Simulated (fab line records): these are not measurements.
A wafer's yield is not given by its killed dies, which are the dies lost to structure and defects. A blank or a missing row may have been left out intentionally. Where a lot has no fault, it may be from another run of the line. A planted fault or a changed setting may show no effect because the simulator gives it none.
Struck lot and sound lot, side by side + flow n5_finfet + 44 steps out of a route of 1938
Sound: the wafers L664.2, L664.3, L664.5. Struck: wafer L672.2; the same lot's L672.3 was not struck, so it is left out; see the end for the cause.
For every step that has rows: the tool of each side, followed by ch and its chambers, followed by its first start. Under that, the readings that differ: sound wafers + struck wafers + difference of the means + sigmas: that difference in standard deviations of wafers without a fault.
alike: a reading whose means differ by less than 2 such deviations, as well as words and numbers matching on both sides. not compared: withheld readings; readings where some wafer has no value; bounds like >300 that might hide an equal value; numbers whose values overlap and for which the record gives no deviation.
Wherever a step has rows on one side only, a row that says differs or no value, or a row with sigmas, the two part there. When numbers do not overlap yet have no deviation, they are printed without sigmas and do not part them. Lack of a reading on every wafer of one side parts them only where that side has two or more wafers.

first, 3 steps without rows for these wafers: N5_PMOS_HMC_CHANNEL_EPI_PRECLEAN_37 (cleans in O3/DIW, time 45 s); N5_PMOS_HMC_CHANNEL_EPI_PRECLEAN_24 (cleans in DHF, time 30 s); N5_PMOS_HMC_CHANNEL_EPI_SRD_25 (time 30 s).
N5_PMOS_HMC_CHANNEL_EPI_EPI_26: deposits Si from SiH4/H2, target thk 3.8 nm, time 22.7 s.
  sound on epi_rpcvd-03 ch 0, day 2 08:56; struck on epi_rpcvd-01 ch 0, day 4 01:56
  alike: throttle_valve_pct
N5_PMOS_HMC_CHANNEL_EPI_INSPECT_30: inspects for defects (darkfield).
  struck on defect_inspect-01, day 4 02:20; sound on defect_inspect-01, day 2 09:28
  alike: raw_defect_count
then, 4 steps without rows for these wafers: N5_FIN_SAQP_PRECLEAN_42 (cleans in O3/DIW, time 60 s); N5_FIN_SAQP_PRECLEAN_00 (cleans in SC1, time 60 s); N5_FIN_SAQP_PRECLEAN_44 (cleans in SC2, time 45 s); N5_FIN_SAQP_SRD_01 (time 30 s).
N5_FIN_SAQP_ALD_61: deposits SiO2, target thk 4 nm, pulse time 1 s, purge time 2 s.
  sound on ald_sin-04 ch 0,1,3, day 2 09:51; struck on ald_sin-03 ch 1, day 4 03:28
| reading                    | sound             | struck | difference | sigmas |
|----------------------------|-------------------|--------|------------|--------|
| precursor_pulse_height_rel | 1.037 0.999 1.014 | 0.970  | -0.047     | -2     |
  alike: heater_power_w
then, 1 step without rows for these wafers: N5_FIN_SAQP_DENSIFY_62 (time 60 s).
N5_FIN_SAQP_HM_DEP_03: deposits SiNx from SiH4/NH3/N2, target thk 38 nm, time 33.6 s.
  sound on pecvd-04 ch 1,2, day 2 10:19; struck on pecvd-02 ch 1, day 4 04:07
| reading                                      | sound             | struck | difference | sigmas |
|----------------------------------------------|-------------------|--------|------------|--------|
| model.SiNx_of_FIN_SAQP_HM_DEP_03.thk_nm (nm) | 37.65 37.65 37.88 | 39.37  | +1.64      |        |
  alike: heater_power_w, showerhead_plenum_p_Torr, throttle_valve_pct
N5_FIN_SAQP_THK_MEAS_05:
  struck on film_metro-01, day 4 04:12; sound on film_metro-01, day 2 10:24
| reading     | sound          | struck | difference | sigmas |
|-------------|----------------|--------|------------|--------|
| thk_nm (nm) | 37.7 37.6 37.9 | 39.3   | +1.6       | +3     |
then, 2 steps without rows for these wafers: N5_FIN_SAQP_PECVD_47 (deposits a-Si from SiH4/He, target thk 45 nm, time 36.3 s); N5_FIN_SAQP_PECVD_48 (deposits SiNx from SiH4/NH3/N2, target thk 25 nm, time 22.1 s).
N5_FIN_SAQP_PECVD_06: deposits a-Si from SiH4/He, target thk 60 nm, time 48.1 s.
  sound on pecvd-02 ch 0,1,2, day 2 10:31; struck on pecvd-04 ch 1, day 4 04:22
| reading                | sound          | struck | difference | sigmas |
|------------------------|----------------|--------|------------|--------|
| throttle_valve_pct (%) | 18.3 17.0 18.0 | 20.1   | +2.3       | +2     |
  alike: heater_power_w, showerhead_plenum_p_Torr
N5_FIN_SAQP_THK_MEAS_07:
  struck on film_metro-01, day 4 04:29; sound on film_metro-01, day 2 10:36
  alike: thk_nm
then, 9 steps without rows for these wafers: N5_FIN_SAQP_HM_DEP_72 (deposits SiO2 from SiH4/N2O, target thk 12 nm, time 7.2 s); N5_FIN_SAQP_COAT_49 (time 60 s, resist thk 100 nm); N5_FIN_SAQP_COAT_50 (time 60 s, resist thk 35 nm); N5_FIN_SAQP_COAT_10 (resist thk 90 nm); N5_FIN_SAQP_EBR_12; N5_FIN_SAQP_SOFTBAKE_11 (time 60 s); N5_FIN_SAQP_EXPOSE_13 (exposes mask FIN CORE, target cd 35.6 nm); N5_FIN_SAQP_PEB_14 (peb time 60 s); N5_FIN_SAQP_DEVELOP_15 (develop time 30 s).
N5_FIN_SAQP_CD_MEAS_16: the cd target is 35.6 nm.
  sound on cd_sem-01 ch 0, day 2 11:05; struck on cd_sem-03 ch 0, day 4 04:52
| reading    | sound          | struck | difference | sigmas |
|------------|----------------|--------|------------|--------|
| cd_nm (nm) | 35.5 36.1 36.1 | 34.9   | -1.0       | -3     |
N5_FIN_SAQP_OVL_MEAS_17:
  sound on overlay-02 ch 0, day 2 11:08; struck on overlay-02 ch 0, day 4 04:54
  alike: FIN_CORE_OVL
N5_FIN_SAQP_INSPECT_18: inspects for defects (brightfield).
  struck on defect_inspect-01, day 4 04:55; sound on defect_inspect-02, day 2 11:09
  alike: raw_defect_count
then, 4 steps without rows for these wafers: N5_FIN_SAQP_DESCUM_21 (chemistry O2, time 7.9 s); N5_FIN_SAQP_ETCH_51 (etches SiARC in CF4, target depth 45.5 nm, time 75.8 s); N5_FIN_SAQP_ETCH_52 (etches SOC in N2/H2, target depth 100 nm, overetch 20 nm, time 150 s); N5_FIN_SAQP_STRIP_53 (strips in N2/H2).
N5_FIN_SAQP_HM_OPEN_73: chemistry CHF3/O2, target SiO2, stops on a-Si, target depth 12 nm, time 16.8 s.
  sound on rie_diel-06 ch 0,2,3, day 2 11:32; struck on rie_diel-01 ch 0, day 4 05:13
  alike: CHF3_flow_sccm, drypump_motor_current_A, oes_product_au, rf_vpp_V, showerhead_plenum_p_Torr, throttle_valve_pct
  not compared: rf_hours_counter_h
then, 1 step without rows for these wafers: N5_FIN_SAQP_STRIP_74 (strips in CHF3/O2).
N5_FIN_SAQP_MANDREL_ETCH_22: etches a-Si in HBr/Cl2, stops on SiNx, target depth 60 nm, bt time 10 s, time 30 s.
  sound on rie_si-03 ch 0,1,2, day 2 11:37; struck on rie_si-01 ch 0, day 4 05:17
  alike: drypump_motor_current_A, oes_product_au, throttle_valve_pct
  not compared: rf_hours_counter_h
then, 5 steps without rows for these wafers: N5_FIN_SAQP_STRIP_55 (strips in N2/H2); N5_FIN_SAQP_STRIP_23 (strips in SPM, time 750 s); N5_FIN_SAQP_SRD_66 (time 30 s); N5_FIN_SAQP_RECESS_75 (chemistry HF/NH3, target SiO2, target depth 14.4 nm, afs cycles 3, sublimation time 60 s); N5_FIN_SAQP_SPACER1_ALD_24 (deposits SiO2, target thk 20.3 nm, pulse time 1 s, purge time 2 s).
N5_FIN_SAQP_HM_OPEN_33: chemistry CH3F/O2, target SiNx, target depth 49.4 nm, time 70.6 s.
  sound on rie_diel-01 ch 0,1, day 2 15:08; struck on rie_diel-06 ch 2, day 4 09:07
| reading                     | sound          | struck | difference | sigmas |
|-----------------------------|----------------|--------|------------|--------|
| drypump_motor_current_A (A) | 4.9 5.1 4.9    | 6.6    | +1.6       | +3     |
| model.etch.depth_nm (nm)    | 37.02 37 37.22 | 38.75  | +1.67      |        |
  alike: etch_rf_on_time_s, oes_product_au, rf_vpp_V, showerhead_plenum_p_Torr, throttle_valve_pct
  not compared: rf_hours_counter_h
N5_STI_FIN_REVEAL_RECESS_09: chemistry HF/NH3, target SiO2, afs cycles 11, target depth 42.5 nm, sublimation time 60 s.
  sound on vapor_etch-01 ch 0,1, day 2 23:38; struck on vapor_etch-02 ch 1, day 4 17:12
| reading                                      | sound        | struck | difference | sigmas |
|----------------------------------------------|--------------|--------|------------|--------|
| model.SiNx_of_FIN_SAQP_HM_DEP_03.thk_nm (nm) | 17.4 18 18.4 | 20     | +2         |        |
  alike: drypump_motor_current_A
-- a jump in the record: the struck wafers' starts before and after are 6 days apart (it breaks off in module STI_FIN_REVEAL and resumes in module BEOL_M4, where the first step shown is number 1111 of the route) --
N5_BEOL_M4_RC_MEAS_101:
  sound on prober-02 ch 0, day 8 20:24; struck on prober-01 ch 0, day 11 02:33
| reading       | sound          | struck | difference | sigmas |
|---------------|----------------|--------|------------|--------|
| SS_N (mV/dec) | 72.2 72.6 72.6 | 71.0   | -1.5       | -2     |
  alike: DIBL_N, DIBL_P, IOFF_N, IOFF_P, ION_N, ION_P, SS_P, VT_N, VT_P

## WHERE THEY PART
At N5_FIN_SAQP_ALD_61 first; at N5_BEOL_M4_RC_MEAS_101 last (within this record only).

WHY: the cause the simulator had injected
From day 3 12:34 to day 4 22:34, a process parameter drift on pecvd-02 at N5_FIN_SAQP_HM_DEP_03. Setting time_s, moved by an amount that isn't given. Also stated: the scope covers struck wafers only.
